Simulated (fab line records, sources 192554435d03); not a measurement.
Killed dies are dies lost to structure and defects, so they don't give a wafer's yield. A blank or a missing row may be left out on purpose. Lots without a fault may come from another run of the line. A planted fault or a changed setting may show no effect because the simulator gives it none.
One fault seen from 2 desks | flow n5_finfet | each desk has only its own numbers; what lay behind them comes last

THE DEFECT DESK
What the inspections along the route counted, lot by lot: means of the sampled wafers that have a number. A lot is out of limits, marked OUT, if its mean lies more than 4 standard deviations from the usual mean; the brackets give that distance.
Columns: A = raw_defect_count at N5_BEOL_M5_INSPECT_58, usual 70
lot  | first seen here | A
L894 | day 8 16:46     | 70
L895 | day 8 21:32     | 75
L897 | day 8 23:53     | 69
L896 | day 9 03:12     | 67
L903 | day 10 19:57    | 61
L901 | day 10 21:32    | 40
L908 | day 12 09:39    | 79
L909 | day 12 13:30    | 76
L910 | day 12 18:14    | 59
L911 | day 12 18:31    | 66
L914 | day 13 10:58    | 70
L915 | day 14 18:34    | 57
This desk's finding: nothing out of limits on any of the 12 lots.

THE TOOL OWNER'S DESK: litho_track-01
The tool's own readings at N5_BEOL_M6_COAT_60 (time 60 s, resist thk 35 nm): means of the sampled wafers that have a number, for each lot that ran on this tool. A lot is out of limits, marked OUT, if its mean lies more than 4 standard deviations from the usual mean; the brackets give that distance.
Columns: A = dispense_pressure_kPa at N5_BEOL_M6_COAT_60, usual 46 kPa; B = spin_speed_rpm at N5_BEOL_M6_COAT_60, usual 1500.1 rpm
lot  | first seen here | A  | B
L897 | day 9 02:37     | 48 | 1500.3
L896 | day 9 06:12     | 48 | 1499.4
L903 | day 10 21:05    | 48 | 1499.9
L901 | day 11 02:25    | 48 | 1559.7 (+54) OUT
L908 | day 12 12:01    | 48 | 1559.3 (+54) OUT
L915 | day 14 21:44    | 48 | 1499.8
This desk's finding: out of limits on L901, L908; first on L901, day 11 02:25 (spin_speed_rpm at N5_BEOL_M6_COAT_60). In limits: L897, L896, L903, L915.

PUT TOGETHER
The tool owner's desk could have raised an alarm at day 11 02:25, on L901, L908.
The defect desk saw nothing out of limits.
The defect desk has L901, L908 on record, within its limits.
Of the lots named, all ran N5_BEOL_M6_COAT_60 on litho_track-01.

WHAT THE SIMULATOR HAD PUT IN
Process parameter drift: litho_track-01, from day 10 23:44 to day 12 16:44, at N5_BEOL_M6_COAT_60. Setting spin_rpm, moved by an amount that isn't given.
Lots struck among those shown: L901, L908.
Hours from the fault's start to each desk's first reading out of limits: the tool owner's desk, 3.
